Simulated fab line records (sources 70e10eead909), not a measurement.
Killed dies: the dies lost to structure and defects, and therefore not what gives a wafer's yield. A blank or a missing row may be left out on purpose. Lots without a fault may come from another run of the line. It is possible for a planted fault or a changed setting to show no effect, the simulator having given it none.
Comparing a struck lot with a sound one    flow nand-harc    32 out of 1159 route steps
Sound: the wafers L440.1, L440.3, L440.4. Struck: wafers L446.1, L446.6. (L446.4 of the same lot was not struck and is left out.) The cause comes at the end.
Order at every step that has rows: each side's tool, ch and its chambers, its first start. Under that, the readings that differ: sound wafers    struck wafers    difference of the means    sigmas: that difference in standard deviations of wafers without a fault.
alike: readings with means less than 2 such deviations apart, plus words and numbers identical on both sides. not compared: withheld readings, readings lacking a value on some wafer, bounds such as >300 that could conceal the same value, and numbers that have no deviation in the record and whose values overlap.
Wherever a step has rows on one side only, a row that says differs or no value, or a row with sigmas, the two part there. Numbers that have no deviation but don't overlap get no sigmas and don't part them. A reading missing from all wafers of one side parts the sides only when that side holds two or more wafers.

first, 5 steps without rows for these wafers: NHARC_A_ONON_D1_DEP_22 (target thk 1000 nm); NHARC_A_ONON_D1_DEP_25 (target thk 1000 nm); NHARC_A_ONON_D1_DEP_28 (target thk 1000 nm); NHARC_A_ONON_D1_DEP_33 (deposits SiO2, target thk 200 nm); NHARC_A_CHANNEL_HOLE_D1_DEP_00 (deposits aC, target thk 3100 nm).
NHARC_A_CHANNEL_HOLE_D1_DEP_01: deposits SiON, target thk 140 nm.
  sound on pecvd-03 ch 0,1, day 9 08:16; struck on pecvd-02 ch 1, day 10 23:46
  alike: heater-power-w
then, 25 steps without rows for these wafers: NHARC_A_CHANNEL_HOLE_D1_DEHYDRATE_02 (time 120 s); NHARC_A_CHANNEL_HOLE_D1_HMDS_03 (time 30 s); NHARC_A_CHANNEL_HOLE_D1_COAT_36 (time 75 s); NHARC_A_CHANNEL_HOLE_D1_COAT_37 (time 65 s); NHARC_A_CHANNEL_HOLE_D1_COAT_04 (resist thk 90 nm); NHARC_A_CHANNEL_HOLE_D1_SOFTBAKE_05 (time 55 s); NHARC_A_CHANNEL_HOLE_D1_EBR_06; NHARC_A_CHANNEL_HOLE_D1_EXPOSE_07 (exposes mask HOLE D1, target cd 100 nm); NHARC_A_CHANNEL_HOLE_D1_PEB_08 (peb time 65 s); NHARC_A_CHANNEL_HOLE_D1_DEVELOP_09 (develop time 35 s); NHARC_A_CHANNEL_HOLE_D1_DESCUM_15 (chemistry O2, time 3 s); NHARC_A_CHANNEL_HOLE_D1_ETCH_38 (etches the open film in CF4, target depth 39 nm, time 65 s); NHARC_A_CHANNEL_HOLE_D1_ETCH_39 (etches the open film in N2/H2, target depth 260 nm, time 325 s); NHARC_A_CHANNEL_HOLE_D1_ETCH_34 (etches the open film in CF4/CHF3, target depth 154 nm, time 77 s); NHARC_A_CHANNEL_HOLE_D1_ETCH_16 (etches the open film in O2/COS, target depth 3100 nm, time 806 s); NHARC_A_CHANNEL_HOLE_D1_ETCH_19 (etches the open film in C4F8/O2/Ar, time 34.5 s); NHARC_A_CHANNEL_HOLE_D1_ETCH_20 (etches the open film in C4F8/O2/Ar, time 361.9 s, target depth 1600 nm); NHARC_A_CHANNEL_HOLE_D1_ETCH_21 (etches the open film in C4F8/O2/Ar, time 514.3 s, target depth 1600 nm); NHARC_A_CHANNEL_HOLE_D1_ETCH_22 (etches the open film in C4F8/O2/Ar, time 666.7 s, target depth 1600 nm); NHARC_A_CHANNEL_HOLE_D1_ETCH_23 (etches the open film in C4F8/O2/Ar, time 819 s, target depth 1600 nm); NHARC_A_CHANNEL_HOLE_D1_ETCH_24 (etches the open film in C4F8/O2/Ar, time 906.2 s, target depth 1500 nm); NHARC_A_CHANNEL_HOLE_D1_ETCH_25 (etches the open film in C4F8/O2/Ar, time 1040.2 s, target depth 1500 nm); NHARC_A_CHANNEL_HOLE_D1_ETCH_26 (etches the open film in C4F8/O2/Ar, time 224.1 s, target depth 300 nm); NHARC_A_CHANNEL_HOLE_D1_ETCH_33 (etches the open film in C4F8/O2/Ar, time 90 s, target depth 400 nm); NHARC_A_CHANNEL_HOLE_D1_STRIP_41 (strips in N2/H2).
-- the record jumps here: 11 days lie between the struck wafers' starts before and after (it left off in module A_CHANNEL_HOLE_D1 and takes up again in module END, whose first step shown is number 1159 of the route) --
NHARC_END_SORT_01:
  sound on prober-02 ch 0, day 20 15:00; struck on prober-01 ch 0, day 22 07:30
reading          sound     struck                                             difference                    sigmas
hold             - - -     await-dispo/1.9h/release await-dispo/1.9h/release  no value on the sound wafers  
killed-at-array  32 23 25  674 676                                            +648                          +65
killed-dies      38 29 27  677 677                                            +646                          +59
  alike: killed-at-periphery, killed-open, killed-short

## WHERE THEY PART
Only at NHARC_END_SORT_01, within this record.

WHY: the cause the simulator had injected
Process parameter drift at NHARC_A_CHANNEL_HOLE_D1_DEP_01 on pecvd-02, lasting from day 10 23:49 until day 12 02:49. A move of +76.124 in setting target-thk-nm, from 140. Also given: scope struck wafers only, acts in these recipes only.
